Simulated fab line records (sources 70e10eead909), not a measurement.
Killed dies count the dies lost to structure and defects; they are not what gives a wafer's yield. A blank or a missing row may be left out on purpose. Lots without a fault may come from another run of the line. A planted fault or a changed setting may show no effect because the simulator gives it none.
Struck lot and sound lot, side by side :: flow nand_harc :: 43 steps out of a route of 1302
Sound: the wafers L310.2, L310.4, L310.6. The struck wafers were L326.1, L326.2, L326.3. At the end, the cause is stated.
Order at every step that has rows: each side's tool, ch and its chambers, its first start. Under that, the readings that differ: sound wafers :: struck wafers :: difference of the means :: sigmas: that difference in standard deviations of wafers without a fault.
alike: a reading whose means differ by less than 2 such deviations, as well as words and numbers matching on both sides. not compared: withheld readings; readings where some wafer has no value; bounds like >300 that might hide an equal value; numbers whose values overlap and for which the record gives no deviation.
A row with sigmas, a row that says differs or no value, or rows on one side alone: a step with any of these is where the two part. Non-overlapping numbers with no deviation appear without sigmas and do not part them. A reading missing from all wafers of one side parts the sides only when that side holds two or more wafers.

NHARC_P_GATE_CD_MEAS_46: the cd target is 720 nm.
  sound on cd_sem-01 ch 0, day 5 13:23; struck on cd_sem-02 ch 0, day 12 08:34
  alike: cd_nm
then, 11 steps without rows for these wafers: NHARC_P_GATE_HARDBAKE_47 (time 80 s); NHARC_P_GATE_DESCUM_48 (chemistry O2, time 3 s); NHARC_P_GATE_IMPLANT_49; NHARC_P_GATE_STRIP_111 (strips in N2/H2, time 250 s); NHARC_P_GATE_STRIP_75 (strips in O2); NHARC_P_GATE_STRIP_50 (strips in SPM, time 900 s); NHARC_P_GATE_DEHYDRATE_51 (time 120 s); NHARC_P_GATE_HMDS_52 (time 30 s); NHARC_P_GATE_COAT_53; NHARC_P_GATE_SOFTBAKE_54 (time 95 s); NHARC_P_GATE_EBR_55.
NHARC_P_GATE_EXPOSE_56: exposes mask P PSD, target cd 720 nm.
  sound on krf_scanner-01 ch 0, day 5 14:59; struck on krf_scanner-04 ch 0, day 12 10:13
reading: model.P_GATE.overlay_x_nm (nm)
sound: 1.649 1.649 1.649
struck: 205.2 205.2 205.2
difference: +203.6
sigmas: 
  alike: mask
then, 2 steps without rows for these wafers: NHARC_P_GATE_PEB_57 (peb time 85 s); NHARC_P_GATE_DEVELOP_58 (time 70 s).
NHARC_P_GATE_CD_MEAS_59: the cd target is 720 nm.
  sound on cd_sem-01 ch 0, day 5 15:08; struck on cd_sem-01 ch 0, day 12 10:23
  alike: cd_nm
then, 1 step without rows for these wafers: NHARC_P_GATE_HARDBAKE_60 (time 80 s).
NHARC_P_GATE_DESCUM_61: chemistry O2, time 3 s.
  sound on rie_diel-07 ch 1,2, day 5 15:17; struck on rie_diel-10 ch 0,2,3, day 12 10:32
reading: showerhead_plenum_p_Torr (Torr)
sound: 2.05 2.06 2.05
struck: 1.78 2.03 1.80
difference: -0.18
sigmas: -2
  alike: drypump_motor_current_A, oes_product_au, rf_vpp_V, throttle_valve_pct
  not compared: rf_hours_counter_h
following that, these wafers have no rows for 1 step: NHARC_P_GATE_IMPLANT_62.
NHARC_P_GATE_STRIP_112: strips in N2/H2, time 200 s.
  sound on plasma_asher-02 ch 0, day 5 15:43; struck on plasma_asher-01 ch 0,1, day 12 11:10
reading: heater_power_w (W)
sound: 112 111 113
struck: 86 88 90
difference: -24
sigmas: -2
  alike: drypump_motor_current_A
  not compared: rf_hours_counter_h
NHARC_P_GATE_STRIP_76: strips in O2.
  sound on plasma_asher-02 ch 0, day 5 15:56; struck on plasma_asher-01 ch 0,1, day 12 11:26
reading: heater_power_w (W)
sound: 417 419 423
struck: 309 333 326
difference: -97
sigmas: -3
  alike: drypump_motor_current_A
  not compared: rf_hours_counter_h
then, 9 steps without rows for these wafers: NHARC_P_GATE_STRIP_63 (strips in SPM, time 900 s); NHARC_P_GATE_DEHYDRATE_83 (time 120 s); NHARC_P_GATE_HMDS_84 (time 30 s); NHARC_P_GATE_COAT_85; NHARC_P_GATE_SOFTBAKE_86 (time 95 s); NHARC_P_GATE_EBR_87; NHARC_P_GATE_EXPOSE_88 (exposes mask P HVN, target cd 2000 nm); NHARC_P_GATE_PEB_89 (peb time 85 s); NHARC_P_GATE_DEVELOP_90 (time 70 s).
NHARC_P_GATE_CD_MEAS_91: the cd target is 2000 nm.
  sound on cd_sem-03 ch 0, day 5 16:43; struck on cd_sem-03 ch 0, day 12 12:14
  alike: cd_nm
then, 4 steps without rows for these wafers: NHARC_P_GATE_HARDBAKE_92 (time 80 s); NHARC_P_GATE_DESCUM_93 (chemistry O2, time 3 s); NHARC_P_GATE_IMPLANT_94; NHARC_P_GATE_STRIP_113 (strips in N2/H2, time 740 s).
NHARC_P_GATE_STRIP_95: strips in O2.
  sound on plasma_asher-01 ch 0, day 5 17:59; struck on plasma_asher-02 ch 0,1, day 12 13:29
  alike: drypump_motor_current_A, heater_power_w
  not compared: rf_hours_counter_h
then, 3 steps without rows for these wafers: NHARC_P_GATE_STRIP_96 (strips in SPM, time 900 s); NHARC_P_GATE_RTA_64 (time 1 s); NHARC_P_GATE_ETCH_77 (etches SiO2 in dHF, target depth 6 nm).
NHARC_P_GATE_DEGAS_109: time 60 s.
  sound on pvd_sputter-02, day 5 18:50; struck on pvd_sputter-01, day 12 14:21
  alike: heater_power_w, susceptor_temp_C
then, 2 steps without rows for these wafers: NHARC_P_GATE_PRE_CLEAN_110 (time 30 s); NHARC_P_GATE_SPUTTER_78 (material Ni, target thk 10 nm).
-- jump in the record: it breaks off in module P_GATE and resumes in module END (first step shown: number 1302 of the route), and 19 days separate the struck wafers' starts before and after --
NHARC_END_SORT_01:
  only the struck wafers appear in the record here, on prober-02 ch 0 at day 31 12:04; the sound ones have no rows

== WHERE THEY PART ==
At NHARC_P_GATE_DESCUM_61 first; at NHARC_END_SORT_01 last (within this record only).

WHY: whatever the simulator had introduced
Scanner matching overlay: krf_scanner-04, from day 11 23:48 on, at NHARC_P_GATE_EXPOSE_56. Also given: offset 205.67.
